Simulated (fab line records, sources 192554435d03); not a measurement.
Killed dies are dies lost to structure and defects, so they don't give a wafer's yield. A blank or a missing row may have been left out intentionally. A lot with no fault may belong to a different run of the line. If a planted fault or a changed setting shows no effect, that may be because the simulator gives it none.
Which of the tools did it? || flow n5-finfet || 27 wafers from 9 lots sampled at 6 of the route's 1938 steps

== WHAT EACH GAUGE READ, for each wafer ==
N5_HKMG_FIN_CD_MEAS_12 targets a cd of 92.8 nm.
{"lot": "L335", "measured": "day 4 14:11", "on": "cd-sem-01", "cd-nm (nm)": "93.2 93.2 92.9"}
{"lot": "L338", "measured": "day 5 02:22", "on": "cd-sem-01", "cd-nm (nm)": "93.0 91.8 92.4"}
{"lot": "L339", "measured": "day 5 12:17", "on": "cd-sem-01", "cd-nm (nm)": "92.5 92.4 92.6"}
{"lot": "L341", "measured": "day 6 00:06", "on": "cd-sem-03", "cd-nm (nm)": "91.7 92.6 91.6"}
{"lot": "L350", "measured": "day 8 02:44", "on": "cd-sem-01", "cd-nm (nm)": "94.5 95.6 96.6"}
{"lot": "L351", "measured": "day 8 11:01", "on": "cd-sem-01", "cd-nm (nm)": "91.3 90.9 92.2"}
{"lot": "L354", "measured": "day 9 05:56", "on": "cd-sem-01", "cd-nm (nm)": "93.0 91.8 92.4"}
{"lot": "L356", "measured": "day 9 17:49", "on": "cd-sem-02", "cd-nm (nm)": "92.4 92.3 92.5"}
{"lot": "L357", "measured": "day 9 23:05", "on": "cd-sem-02", "cd-nm (nm)": "92.0 92.0 92.8"}

N5_HKMG_FIN_INSPECT_14: inspects for defects (macro).
{"lot": "L335", "measured": "day 4 14:14", "on": "defect-inspect-02", "raw-defect-count": "2 2 3"}
{"lot": "L338", "measured": "day 5 02:25", "on": "defect-inspect-02", "raw-defect-count": "1 1 5"}
{"lot": "L339", "measured": "day 5 12:21", "on": "defect-inspect-01", "raw-defect-count": "1 5 3"}
{"lot": "L341", "measured": "day 6 00:09", "on": "defect-inspect-02", "raw-defect-count": "4 2 2"}
{"lot": "L350", "measured": "day 8 02:47", "on": "defect-inspect-02", "raw-defect-count": "0 2 3"}
{"lot": "L351", "measured": "day 8 11:04", "on": "defect-inspect-02", "raw-defect-count": "1 0 4"}
{"lot": "L354", "measured": "day 9 05:59", "on": "defect-inspect-01", "raw-defect-count": "3 2 2"}
{"lot": "L356", "measured": "day 9 17:52", "on": "defect-inspect-02", "raw-defect-count": "1 1 4"}
{"lot": "L357", "measured": "day 9 23:08", "on": "defect-inspect-02", "raw-defect-count": "2 0 4"}

N5_BEOL_M4_RC_MEAS_101.
{"lot": "L335", "measured": "day 8 15:25", "on": "prober-01", "DIBL_N (mV/V)": "34.9 32.9 34.9", "DIBL_P (mV/V)": "36.2 34.3 36.9", "IOFF_N (nA/um)": "0.17 0.14 0.17", "IOFF_P (nA/um)": "0.23 0.20 0.25", "ION_N (uA/um)": "675 669 677", "ION_P (uA/um)": "468 463 476", "SS_N (mV/dec)": "71.4 71.4 71.0", "SS_P (mV/dec)": "74.0 72.7 72.8", "VT_N (mV)": "247 250 245", "VT_P (mV)": "-246 -250 -246"}
{"lot": "L338", "measured": "day 8 20:38", "on": "prober-02", "DIBL_N (mV/V)": "37.6 34.5 35.5", "DIBL_P (mV/V)": "39.3 35.6 37.1", "IOFF_N (nA/um)": "0.21 0.15 0.17", "IOFF_P (nA/um)": "0.27 0.21 0.24", "ION_N (uA/um)": "679 670 676", "ION_P (uA/um)": "467 459 473", "SS_N (mV/dec)": "72.1 71.0 71.4", "SS_P (mV/dec)": "73.9 72.9 73.0", "VT_N (mV)": "247 250 251", "VT_P (mV)": "-246 -247 -248"}
{"lot": "L339", "measured": "day 9 08:31", "on": "prober-01", "DIBL_N (mV/V)": "35.9 35.0 36.8", "DIBL_P (mV/V)": "37.2 35.8 37.1", "IOFF_N (nA/um)": "0.16 0.14 0.17", "IOFF_P (nA/um)": "0.21 0.20 0.21", "ION_N (uA/um)": "671 669 675", "ION_P (uA/um)": "464 459 464", "SS_N (mV/dec)": "72.0 71.6 71.9", "SS_P (mV/dec)": "73.4 72.8 73.3", "VT_N (mV)": "250 252 250", "VT_P (mV)": "-250 -254 -249"}
{"lot": "L341", "measured": "day 9 17:13", "on": "prober-01", "DIBL_N (mV/V)": "36.0 39.2 38.9", "DIBL_P (mV/V)": "35.7 39.2 39.0", "IOFF_N (nA/um)": "0.15 0.21 0.20", "IOFF_P (nA/um)": "0.20 0.27 0.25", "ION_N (uA/um)": "665 683 676", "ION_P (uA/um)": "462 468 470", "SS_N (mV/dec)": "71.5 72.0 72.2", "SS_P (mV/dec)": "72.8 74.2 73.1", "VT_N (mV)": "254 251 248", "VT_P (mV)": "-250 -248 -250"}
{"lot": "L350", "measured": "day 12 01:48", "on": "prober-02", "DIBL_N (mV/V)": "31.7 34.5 33.8", "DIBL_P (mV/V)": "31.2 35.6 34.5", "IOFF_N (nA/um)": "0.09 0.13 0.12", "IOFF_P (nA/um)": "0.13 0.19 0.18", "ION_N (uA/um)": "654 667 667", "ION_P (uA/um)": "456 461 469", "SS_N (mV/dec)": "70.2 70.7 70.6", "SS_P (mV/dec)": "71.9 73.1 72.2", "VT_N (mV)": "258 251 251", "VT_P (mV)": "-256 -251 -251"}
{"lot": "L351", "measured": "day 12 09:31", "on": "prober-01", "DIBL_N (mV/V)": "37.6 36.7 35.9", "DIBL_P (mV/V)": "37.8 36.8 36.1", "IOFF_N (nA/um)": "0.17 0.15 0.14", "IOFF_P (nA/um)": "0.19 0.17 0.17", "ION_N (uA/um)": "671 668 660", "ION_P (uA/um)": "444 446 448", "SS_N (mV/dec)": "72.1 72.0 71.8", "SS_P (mV/dec)": "73.8 73.5 73.5", "VT_N (mV)": "251 252 253", "VT_P (mV)": "-257 -256 -256"}
{"lot": "L354", "measured": "day 12 18:34", "on": "prober-02", "DIBL_N (mV/V)": "35.1 36.7 34.3", "DIBL_P (mV/V)": "36.4 38.3 35.3", "IOFF_N (nA/um)": "0.15 0.19 0.14", "IOFF_P (nA/um)": "0.23 0.26 0.21", "ION_N (uA/um)": "668 679 669", "ION_P (uA/um)": "461 472 466", "SS_N (mV/dec)": "71.7 72.2 71.8", "SS_P (mV/dec)": "73.3 72.9 72.9", "VT_N (mV)": "248 246 252", "VT_P (mV)": "-248 -245 -248"}
{"lot": "L356", "measured": "day 13 21:09", "on": "prober-02", "DIBL_N (mV/V)": "35.9 35.5 35.3", "DIBL_P (mV/V)": "34.6 34.3 33.3", "IOFF_N (nA/um)": "0.14 0.14 0.12", "IOFF_P (nA/um)": "0.20 0.20 0.19", "ION_N (uA/um)": "676 683 669", "ION_P (uA/um)": "467 466 464", "SS_N (mV/dec)": "70.8 71.0 70.5", "SS_P (mV/dec)": "73.0 72.3 72.7", "VT_N (mV)": "249 249 254", "VT_P (mV)": "-252 -251 -252"}
{"lot": "L357", "measured": "day 13 23:44", "on": "prober-02", "DIBL_N (mV/V)": "34.4 35.2 32.4", "DIBL_P (mV/V)": "33.0 34.1 30.8", "IOFF_N (nA/um)": "0.11 0.12 0.09", "IOFF_P (nA/um)": "0.17 0.18 0.14", "ION_N (uA/um)": "659 658 653", "ION_P (uA/um)": "459 459 453", "SS_N (mV/dec)": "70.6 71.7 70.3", "SS_P (mV/dec)": "72.5 72.9 71.6", "VT_N (mV)": "255 255 257", "VT_P (mV)": "-251 -253 -255"}

== WHICH TOOL RAN EACH LOT (tool, then ch and the chambers of the sampled wafers, then the start) ==
{"lot": "L335", "N5_HKMG_FIN_ETCH_54": "rie-diel-04 ch 0,2, day 4 11:04", "N5_HKMG_FIN_PEB_10": "litho-track-02 ch 0, day 4 14:07", "N5_HKMG_FIN_ETCH_35": "rie-diel-05 ch 0,2,3, day 4 14:52"}
{"lot": "L338", "N5_HKMG_FIN_ETCH_54": "rie-diel-05 ch 1,2,3, day 4 23:01", "N5_HKMG_FIN_PEB_10": "litho-track-02 ch 0, day 5 02:18", "N5_HKMG_FIN_ETCH_35": "rie-diel-05 ch 0,3, day 5 02:45"}
{"lot": "L339", "N5_HKMG_FIN_ETCH_54": "rie-diel-02 ch 0,1,3, day 5 09:00", "N5_HKMG_FIN_PEB_10": "litho-track-01 ch 0, day 5 12:14", "N5_HKMG_FIN_ETCH_35": "rie-diel-05 ch 0,1,2, day 5 12:41"}
{"lot": "L341", "N5_HKMG_FIN_ETCH_54": "rie-diel-05 ch 0,2, day 5 20:59", "N5_HKMG_FIN_PEB_10": "litho-track-03 ch 0, day 6 00:02", "N5_HKMG_FIN_ETCH_35": "rie-diel-04 ch 0,2,3, day 6 00:47"}
{"lot": "L350", "N5_HKMG_FIN_ETCH_54": "rie-diel-04 ch 0,1, day 7 23:22", "N5_HKMG_FIN_PEB_10": "litho-track-01 ch 0, day 8 02:40", "N5_HKMG_FIN_ETCH_35": "rie-diel-02 ch 0,1, day 8 03:07"}
{"lot": "L351", "N5_HKMG_FIN_ETCH_54": "rie-diel-05 ch 2,3, day 8 07:25", "N5_HKMG_FIN_PEB_10": "litho-track-02 ch 0, day 8 10:57", "N5_HKMG_FIN_ETCH_35": "rie-diel-05 ch 0,2,3, day 8 11:24"}
{"lot": "L354", "N5_HKMG_FIN_ETCH_54": "rie-diel-05 ch 0,1,3, day 9 02:23", "N5_HKMG_FIN_PEB_10": "litho-track-03 ch 0, day 9 05:52", "N5_HKMG_FIN_ETCH_35": "rie-diel-02 ch 0,1,2, day 9 06:20"}
{"lot": "L356", "N5_HKMG_FIN_ETCH_54": "rie-diel-02 ch 0,1,3, day 9 14:20", "N5_HKMG_FIN_PEB_10": "litho-track-02 ch 0, day 9 17:45", "N5_HKMG_FIN_ETCH_35": "rie-diel-04 ch 2,3, day 9 18:13"}
{"lot": "L357", "N5_HKMG_FIN_ETCH_54": "rie-diel-02 ch 0,2,3, day 9 19:55", "N5_HKMG_FIN_PEB_10": "litho-track-03 ch 0, day 9 23:01", "N5_HKMG_FIN_ETCH_35": "rie-diel-04 ch 0,1,2, day 9 23:28"}
- N5_HKMG_FIN_ETCH_54: etches SiARC in CF4, target depth 45.5 nm, time 75.8 s.
- N5_HKMG_FIN_PEB_10: peb time 60 s.
- N5_HKMG_FIN_ETCH_35: etches SOC in N2/H2, target depth 215.8 nm, time 243.4 s.

== WHAT THE TOOLS THEMSELVES READ (means of the sampled wafers that have a number; where no wafer has one, the mark that the record gives instead) ==
N5_HKMG_FIN_ETCH_54.
{"lot": "L335", "tool": "rie-diel-04", "bias-w (W)": 35.98, "chamber-pressure-mTorr (mTorr)": 40.01, "drypump-motor-current-A (A)": 5.7, "etch-rf-on-time-s (s)": 73.9, "oes-product-au (a.u.)": 0.67, "rf-vpp-V (V)": 185.0, "showerhead-plenum-p-Torr (Torr)": 2.21, "throttle-valve-pct (%)": 15.63}
{"lot": "L338", "tool": "rie-diel-05", "bias-w (W)": 36.11, "chamber-pressure-mTorr (mTorr)": 39.99, "drypump-motor-current-A (A)": 5.6, "etch-rf-on-time-s (s)": 75.6, "oes-product-au (a.u.)": 0.62, "rf-vpp-V (V)": 184.3, "showerhead-plenum-p-Torr (Torr)": 2.16, "throttle-valve-pct (%)": 15.55}
{"lot": "L339", "tool": "rie-diel-02", "bias-w (W)": 36.08, "chamber-pressure-mTorr (mTorr)": 39.99, "drypump-motor-current-A (A)": 5.4, "etch-rf-on-time-s (s)": 77.7, "oes-product-au (a.u.)": 0.69, "rf-vpp-V (V)": 184.1, "showerhead-plenum-p-Torr (Torr)": 2.16, "throttle-valve-pct (%)": 15.65}
{"lot": "L341", "tool": "rie-diel-05", "bias-w (W)": 36.11, "chamber-pressure-mTorr (mTorr)": 40.01, "drypump-motor-current-A (A)": 5.7, "etch-rf-on-time-s (s)": 76.0, "oes-product-au (a.u.)": 0.72, "rf-vpp-V (V)": 185.8, "showerhead-plenum-p-Torr (Torr)": 2.25, "throttle-valve-pct (%)": 15.38}
{"lot": "L350", "tool": "rie-diel-04", "bias-w (W)": 36.12, "chamber-pressure-mTorr (mTorr)": 40.02, "drypump-motor-current-A (A)": 5.7, "etch-rf-on-time-s (s)": 77.0, "oes-product-au (a.u.)": 0.69, "rf-vpp-V (V)": 184.4, "showerhead-plenum-p-Torr (Torr)": 2.12, "throttle-valve-pct (%)": 15.34}
{"lot": "L351", "tool": "rie-diel-05", "bias-w (W)": 35.99, "chamber-pressure-mTorr (mTorr)": 40.00, "drypump-motor-current-A (A)": 5.7, "etch-rf-on-time-s (s)": 76.9, "oes-product-au (a.u.)": 0.60, "rf-vpp-V (V)": 184.4, "showerhead-plenum-p-Torr (Torr)": 2.16, "throttle-valve-pct (%)": 15.48}
{"lot": "L354", "tool": "rie-diel-05", "bias-w (W)": 36.05, "chamber-pressure-mTorr (mTorr)": 40.02, "drypump-motor-current-A (A)": 5.6, "etch-rf-on-time-s (s)": 76.0, "oes-product-au (a.u.)": 0.72, "rf-vpp-V (V)": 184.3, "showerhead-plenum-p-Torr (Torr)": 2.17, "throttle-valve-pct (%)": 15.51}
{"lot": "L356", "tool": "rie-diel-02", "bias-w (W)": 36.07, "chamber-pressure-mTorr (mTorr)": 40.02, "drypump-motor-current-A (A)": 5.4, "etch-rf-on-time-s (s)": 75.3, "oes-product-au (a.u.)": 0.73, "rf-vpp-V (V)": 183.5, "showerhead-plenum-p-Torr (Torr)": 2.15, "throttle-valve-pct (%)": 15.55}
{"lot": "L357", "tool": "rie-diel-02", "bias-w (W)": 36.00, "chamber-pressure-mTorr (mTorr)": 40.00, "drypump-motor-current-A (A)": 5.8, "etch-rf-on-time-s (s)": 76.4, "oes-product-au (a.u.)": 0.68, "rf-vpp-V (V)": 184.0, "showerhead-plenum-p-Torr (Torr)": 2.10, "throttle-valve-pct (%)": 15.55}

N5_HKMG_FIN_ETCH_35.
{"lot": "L335", "tool": "rie-diel-05", "bias-w (W)": 5.015, "chamber-pressure-mTorr (mTorr)": 29.994, "drypump-motor-current-A (A)": 5.7, "oes-product-au (a.u.)": 0.79, "rf-vpp-V (V)": 141.2, "showerhead-plenum-p-Torr (Torr)": 2.62, "throttle-valve-pct (%)": 17.53}
{"lot": "L338", "tool": "rie-diel-05", "bias-w (W)": 4.999, "chamber-pressure-mTorr (mTorr)": 30.002, "drypump-motor-current-A (A)": 5.7, "oes-product-au (a.u.)": 0.79, "rf-vpp-V (V)": 142.7, "showerhead-plenum-p-Torr (Torr)": 2.58, "throttle-valve-pct (%)": 17.61}
{"lot": "L339", "tool": "rie-diel-05", "bias-w (W)": 5.012, "chamber-pressure-mTorr (mTorr)": 30.015, "drypump-motor-current-A (A)": 5.6, "oes-product-au (a.u.)": 0.77, "rf-vpp-V (V)": 142.6, "showerhead-plenum-p-Torr (Torr)": 2.62, "throttle-valve-pct (%)": 17.76}
{"lot": "L341", "tool": "rie-diel-04", "bias-w (W)": 5.008, "chamber-pressure-mTorr (mTorr)": 30.008, "drypump-motor-current-A (A)": 5.5, "oes-product-au (a.u.)": 0.83, "rf-vpp-V (V)": 141.8, "showerhead-plenum-p-Torr (Torr)": 2.63, "throttle-valve-pct (%)": 17.79}
{"lot": "L350", "tool": "rie-diel-02", "bias-w (W)": 5.019, "chamber-pressure-mTorr (mTorr)": 30.010, "drypump-motor-current-A (A)": 5.4, "oes-product-au (a.u.)": 0.89, "rf-vpp-V (V)": 142.7, "showerhead-plenum-p-Torr (Torr)": 2.60, "throttle-valve-pct (%)": 17.77}
{"lot": "L351", "tool": "rie-diel-05", "bias-w (W)": 4.989, "chamber-pressure-mTorr (mTorr)": 29.993, "drypump-motor-current-A (A)": 5.7, "oes-product-au (a.u.)": 0.76, "rf-vpp-V (V)": 142.0, "showerhead-plenum-p-Torr (Torr)": 2.61, "throttle-valve-pct (%)": 17.60}
{"lot": "L354", "tool": "rie-diel-02", "bias-w (W)": 4.994, "chamber-pressure-mTorr (mTorr)": 30.005, "drypump-motor-current-A (A)": 5.8, "oes-product-au (a.u.)": 0.82, "rf-vpp-V (V)": 141.0, "showerhead-plenum-p-Torr (Torr)": 2.53, "throttle-valve-pct (%)": 17.74}
{"lot": "L356", "tool": "rie-diel-04", "bias-w (W)": 4.983, "chamber-pressure-mTorr (mTorr)": 29.989, "drypump-motor-current-A (A)": 5.2, "oes-product-au (a.u.)": 0.85, "rf-vpp-V (V)": 142.6, "showerhead-plenum-p-Torr (Torr)": 2.68, "throttle-valve-pct (%)": 17.81}
{"lot": "L357", "tool": "rie-diel-04", "bias-w (W)": 5.007, "chamber-pressure-mTorr (mTorr)": 30.018, "drypump-motor-current-A (A)": 5.7, "oes-product-au (a.u.)": 0.79, "rf-vpp-V (V)": 141.8, "showerhead-plenum-p-Torr (Torr)": 2.56, "throttle-valve-pct (%)": 17.81}

== THE ANSWER, worked out from the rows above alone ==
Rule: usual is defined by the lots themselves. Put in order of their means at a reading, lots are off if they are a third of the lots or fewer, leave a main group of 4 or more, and stand apart from it by a gap of 3 or more times the standard deviation of the main group's means; of several such gaps the widest counts. If all means in a main group match to the digits the tables above print for the reading, that group is not used. Also off: a lot with no number at a reading for which 4 or more lots have one. Any other lot the step has rows for is counted as sound. After the gauges, taken in route order, come the tools' own readings; for these a lot's mean is taken, as printed above. The first step at which some lot is off is used, and at that step the reading that is off furthest; a lot without a number counts as furthest.
Off: L350 (N5_HKMG_FIN_CD_MEAS_12, cd-nm). For the main group the mean is 92.3 nm and the standard deviation 0.44.
If a tool, at a process step before that reading, ran all the lots that are off and no sound lot after the first of them, it fits. Not tried: the gauges at N5_HKMG_FIN_CD_MEAS_12; whatever is off there is also off at N5_BEOL_M4_RC_MEAS_101, on other tools, and gauge error can't account for it. Can't be told from this: 2 tools fit, rie-diel-04 at N5_HKMG_FIN_ETCH_54, litho-track-01 at N5_HKMG_FIN_PEB_10.

== WHAT WAS PUT IN BY THE SIMULATOR ==
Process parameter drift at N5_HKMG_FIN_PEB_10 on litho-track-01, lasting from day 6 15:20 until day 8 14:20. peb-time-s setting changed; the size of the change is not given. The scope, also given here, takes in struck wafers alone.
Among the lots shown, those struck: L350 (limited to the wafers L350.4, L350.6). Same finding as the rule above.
